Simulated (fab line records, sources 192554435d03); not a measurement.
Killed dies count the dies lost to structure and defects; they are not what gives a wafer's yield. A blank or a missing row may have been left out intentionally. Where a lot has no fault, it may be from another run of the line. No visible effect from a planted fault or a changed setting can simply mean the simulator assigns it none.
2 desks, one fault :: flow n5-finfet :: what lay behind the numbers comes last; until then each desk has only its own

THE DEFECT DESK
Counts from the inspections along the route, per lot, as means over the sampled wafers that have a number. A lot is out of limits, marked OUT, if its mean lies more than 4 standard deviations from the usual mean; the brackets give that distance.
Columns: A = raw-defect-count at N5_BEOL_M8_INSPECT_30, usual 402
lot: L837
first seen here: day 9 17:49
A: 344

lot: L836
first seen here: day 9 18:16
A: 423

lot: L839
first seen here: day 10 01:05
A: 567

lot: L842
first seen here: day 10 15:50
A: 348

lot: L848
first seen here: day 12 19:03
A: 400

lot: L849
first seen here: day 12 21:10
A: 304

lot: L854
first seen here: day 13 12:59
A: 342

lot: L855
first seen here: day 14 09:42
A: 367

lot: L856
first seen here: day 14 17:23
A: 454

lot: L857
first seen here: day 14 20:40
A: 382
Finding of this desk: none of the 10 lots has anything out of limits.

TOOL OWNER'S DESK, rie-diel-06
The tool's own readings at N5_BEOL_M8_ETCH_65 (etches SiARC in CF4, target depth 15.6 nm, time 26 s): means of the sampled wafers that have a number, for each lot that ran on this tool. A lot is out of limits, marked OUT, if its mean lies more than 4 standard deviations from the usual mean; the brackets give that distance.
Columns: A = bias-w at N5_BEOL_M8_ETCH_65, usual 36.01 W; B = drypump-motor-current-A at N5_BEOL_M8_ETCH_65, usual 5.5 A; C = etch-rf-on-time-s at N5_BEOL_M8_ETCH_65, usual 26.0 s; D = oes-product-au at N5_BEOL_M8_ETCH_65, usual 0.67 a.u.; E = rf-vpp-V at N5_BEOL_M8_ETCH_65, usual 184.0 V; F = showerhead-plenum-p-Torr at N5_BEOL_M8_ETCH_65, usual 2.14 Torr; G = throttle-valve-pct at N5_BEOL_M8_ETCH_65, usual 15.62 %
lot: L836
first seen here: day 9 18:24
A: 36.02
B: 5.2
C: 25.7
D: 0.65
E: 184.3
F: 2.15
G: 15.73

lot: L839
first seen here: day 10 01:11
A: 36.08
B: 5.1
C: 26.2
D: 0.65
E: 184.5
F: 2.15
G: 15.59

lot: L849
first seen here: day 12 21:15
A: 36.03
B: 5.1
C: 38.8 (+21) OUT
D: 0.51
E: 183.6
F: 2.10
G: 15.63

lot: L854
first seen here: day 13 13:08
A: 35.84
B: 5.0
C: 39.4 (+22) OUT
D: 0.53
E: 183.2
F: 2.06
G: 15.44

lot: L855
first seen here: day 14 09:47
A: 35.97
B: 5.2
C: 38.8 (+21) OUT
D: 0.53
E: 183.9
F: 2.09
G: 15.60
This desk's verdict: out of limits on L849, L854, L855, starting with L849 at day 12 21:15 (etch-rf-on-time-s at N5_BEOL_M8_ETCH_65). In limits: L836, L839.

BROUGHT TOGETHER
At day 12 21:15, on L849, L854, L855, the tool owner's desk was in a position to raise an alarm.
Nothing the defect desk looked at was out of limits.
The defect desk has L849, L854, L855 on record, within its limits.
Of the lots named, all ran N5_BEOL_M8_ETCH_65 on rie-diel-06.

WHAT THE SIMULATOR HAD PUT IN
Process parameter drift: rie-diel-06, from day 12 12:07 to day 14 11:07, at N5_BEOL_M8_ETCH_65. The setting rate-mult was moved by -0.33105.
Shown lots that were struck: L849, L854, L855.
Hours from the fault's start to each desk's first reading out of limits: the tool owner's desk, 9.
